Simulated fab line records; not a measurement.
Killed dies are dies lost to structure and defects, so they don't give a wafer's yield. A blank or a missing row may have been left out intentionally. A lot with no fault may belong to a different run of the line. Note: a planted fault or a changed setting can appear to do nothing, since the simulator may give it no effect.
A struck lot beside a sound one -- flow n5_finfet -- 15 out of 1938 route steps
Sound: the wafers L454.1, L454.3, L454.6. Wafers L460.1, L460.4, L460.6 were the ones struck. The cause is given at the end.
At each step with rows: each side's tool, then ch and its chambers, then its first start. Under that, the readings that differ: sound wafers -- struck wafers -- difference of the means -- sigmas: that difference in standard deviations of wafers without a fault.
alike: same words and numbers on both sides, and readings whose means sit less than 2 such deviations apart. not compared: any withheld reading, any reading some wafer has no value for, any bound like >300 that may hide the same value, and any number with overlapping values for which the record gives no deviation.
Wherever a step has rows on one side only, a row that says differs or no value, or a row with sigmas, the two part there. When numbers do not overlap yet have no deviation, they are printed without sigmas and do not part them. A reading missing from all wafers of one side parts the sides only when that side holds two or more wafers.

N5_BEOL_M11_CMP_52: polishes, stops on SiCOH lowk, t overpolish 7 s, target thk 140 nm.
  sound on cmp-01 ch 1,2,3, day 10 10:00; struck on cmp-03 ch 0,1,3, day 11 08:42
  alike: barrier_field_endpoint_s, edge_zone_pressure_frac, motor_current_A, overpolish_run_s, time_to_endpoint_s
N5_BEOL_M11_THK_MEAS_53: measures by xrf.
  sound on film_metro-02, day 10 10:18; struck on film_metro-01, day 11 08:59
  alike: M11_THK
then, 1 step without rows for these wafers: N5_BEOL_M11_PRE_CLEAN_55 (time 15 s).
N5_BEOL_M11_DEP_56: deposits SiCN from 3MS/NH3, target thk 30 nm, time 10.5 s.
  sound on pecvd-03 ch 0,1,2, day 10 10:22; struck on pecvd-03 ch 0,1,2, day 11 09:04
  alike: showerhead_plenum_p_Torr, throttle_valve_pct
N5_BEOL_M11_RS_MEAS_57: measures by four-point-probe.
  sound on film_metro-02, day 10 10:25; struck on film_metro-01, day 11 09:07
  alike: M11_RS
N5_BEOL_M11_INSPECT_58: inspects for defects (darkfield).
  sound on defect_inspect-01, day 10 10:27; struck on defect_inspect-01, day 11 09:09
  alike: raw_defect_count
N5_BEOL_M12_ILD_DEP_00: deposits SiOC from DEMS/O2, target thk 658.92 nm, time 130.7 s.
  sound on pecvd-04 ch 0,1, day 10 10:29; struck on pecvd-02 ch 1,2, day 11 09:11
  alike: heater_power_w, showerhead_plenum_p_Torr, throttle_valve_pct
N5_BEOL_M12_THK_MEAS_01:
  sound on film_metro-01, day 10 10:40; struck on film_metro-01, day 11 09:19
  alike: M12_ILD_THK
then, 4 steps without rows for these wafers: N5_BEOL_M12_COAT_58 (time 60 s, resist thk 89 nm); N5_BEOL_M12_COAT_04 (resist thk 400 nm); N5_BEOL_M12_EBR_06; N5_BEOL_M12_SOFTBAKE_05 (time 60 s).
N5_BEOL_M12_EXPOSE_07: exposes mask V11.
  sound on krf_scanner-01 ch 0, day 10 10:56; struck on krf_scanner-02 ch 0, day 11 09:26
reading,sound,struck,difference,sigmas
exposure_dose_mJ_cm2,32.46 32.43 32.44,31.30 31.27 31.29,-1.16,-37
  alike: mask
then, 1 step without rows for these wafers: N5_BEOL_M12_PEB_08 (peb time 90 s).
N5_PASSIVATION_PROBE_49:
  only the struck wafers here have rows in the record (prober-02, day 13 02:29); the sound ones have none

== WHERE THEY PART ==
First at N5_BEOL_M12_EXPOSE_07; last, within this record, at N5_PASSIVATION_PROBE_49.

WHY: the cause the simulator had injected
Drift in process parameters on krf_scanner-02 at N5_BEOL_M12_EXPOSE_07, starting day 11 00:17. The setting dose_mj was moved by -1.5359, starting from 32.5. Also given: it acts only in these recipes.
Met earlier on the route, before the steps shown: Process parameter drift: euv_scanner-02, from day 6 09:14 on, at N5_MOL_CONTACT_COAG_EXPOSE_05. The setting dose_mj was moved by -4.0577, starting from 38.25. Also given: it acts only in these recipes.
